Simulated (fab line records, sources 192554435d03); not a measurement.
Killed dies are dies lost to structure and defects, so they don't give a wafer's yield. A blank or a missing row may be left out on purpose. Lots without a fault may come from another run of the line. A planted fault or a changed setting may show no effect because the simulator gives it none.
Split-lot experiment | flow n5_finfet | 7 lots, 21 wafers read, on a route of 1938 steps

THE SPLIT
At N5_BEOL_M0_SAQP_ILD_DEP_01 (deposits SiOC from DEMS/O2, target thk 45.419 nm, time 8.7 s), the setting time_s was moved away from the recipe's 8.7 s on 8 of the 21 wafers read, by -12.9% to +11.5%. The other wafers ran this setting at the recipe's value.

The reading is taken at the split's own step.

THE READING
SiOC_of_BEOL_M0_SAQP_ILD_DEP_01.thk_nm (the simulator's own value, which no gauge read), in nm, at N5_BEOL_M0_SAQP_ILD_DEP_01 (deposits SiOC from DEMS/O2, target thk 45.419 nm, time 8.7 s). The file gives no usual value for it. The 13 wafers here that ran the recipe average 45.5 nm, standard deviation 0.55 nm.

wafer  | tool, chamber at the split | time_s as run, s | against the recipe | SiOC_of_BEOL_M0_SAQP_ILD_DEP_01.thk_nm, nm | against lot-mates on the recipe
L075.2 | pecvd-02, 1                | 8.7              | recipe             | 45.6                                       | -
L075.3 | pecvd-02, 2                | 8.7              | recipe             | 45.4                                       | -
L075.6 | pecvd-02, 2                | 8.7              | recipe             | 45.2                                       | -
L078.2 | pecvd-02, 0                | 8.7              | recipe             | 45.8                                       | -
L078.3 | pecvd-02, 2                | 7.574            | -12.9%             | 40                                         | -6.4
L078.6 | pecvd-02, 2                | 8.7              | recipe             | 47                                         | -
L079.2 | pecvd-01, 1                | 7.807            | -10.3%             | 41                                         | -4.6
L079.5 | pecvd-01, 2                | 8.7              | recipe             | 45.6                                       | -
L079.6 | pecvd-01, 1                | 7.807            | -10.3%             | 41.8                                       | -3.8
L082.1 | pecvd-04, 2                | 8.7              | recipe             | 45.4                                       | -
L082.5 | pecvd-04, 0                | 9.118            | +4.8%              | 48                                         | +2.6
L082.6 | pecvd-04, 2                | 9.118            | +4.8%              | 47.8                                       | +2.4
L083.1 | pecvd-04, 1                | 8.7              | recipe             | 44.8                                       | -
L083.4 | pecvd-04, 1                | 8.7              | recipe             | 45.4                                       | -
L083.6 | pecvd-04, 2                | 8.7              | recipe             | 45.8                                       | -
L087.1 | pecvd-04, 2                | 8.7              | recipe             | 44.6                                       | -
L087.4 | pecvd-04, 0                | 9.699            | +11.5%             | 51                                         | +5.9
L087.5 | pecvd-04, 2                | 8.7              | recipe             | 45.6                                       | -
L088.2 | pecvd-02, 0                | 8.7              | recipe             | 45.8                                       | -
L088.5 | pecvd-02, 1                | 7.654            | -12.0%             | 40.6                                       | -5.2
L088.6 | pecvd-02, 2                | 7.654            | -12.0%             | 40.8                                       | -5.0

THE FIT
A straight line over all 21 wafers: SiOC_of_BEOL_M0_SAQP_ILD_DEP_01.thk_nm changes by +0.429 nm for each +1% of time_s; r = +0.98; the points scatter about the line by 0.51 nm.
The same after taking each lot's own level away (the mean of its wafers on the recipe; 21 wafers): +0.459 nm for each +1%; r = +0.99; scatter 0.43 nm.
On that fit, the largest move of time_s shifts the reading by 5.9 nm.
The lots' own levels span 45.10 to 46.40 nm, that is 2.4 times the standard deviation above.
So the lot-to-lot level changes the slope little: the two slopes agree.
Check: with one of the wafers moved furthest among these (-12.9%) left out of the fit, the line predicts -5.66 nm for it against its lot-mates. It came out at -6.4 nm against them.

OTHER SPLITS ON THESE WAFERS
These wafers also went through other splits before the reading. Each is held against what the fit with the lots' levels taken away leaves over:
other split on the same wafers           | wafers away from the commonest value | r with SiOC_of_BEOL_M0_SAQP_ILD_DEP_01.thk_nm (lot level and that fit taken away)
N5_MOL_CONTACT_COAG_CVD_140 target_thk_a | 8                                    | +0.19

THE FILE'S OWN FIT
SiOC_of_BEOL_M0_SAQP_ILD_DEP_01.thk_nm changes by +0.467 nm for each +1% of time_s, r = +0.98.
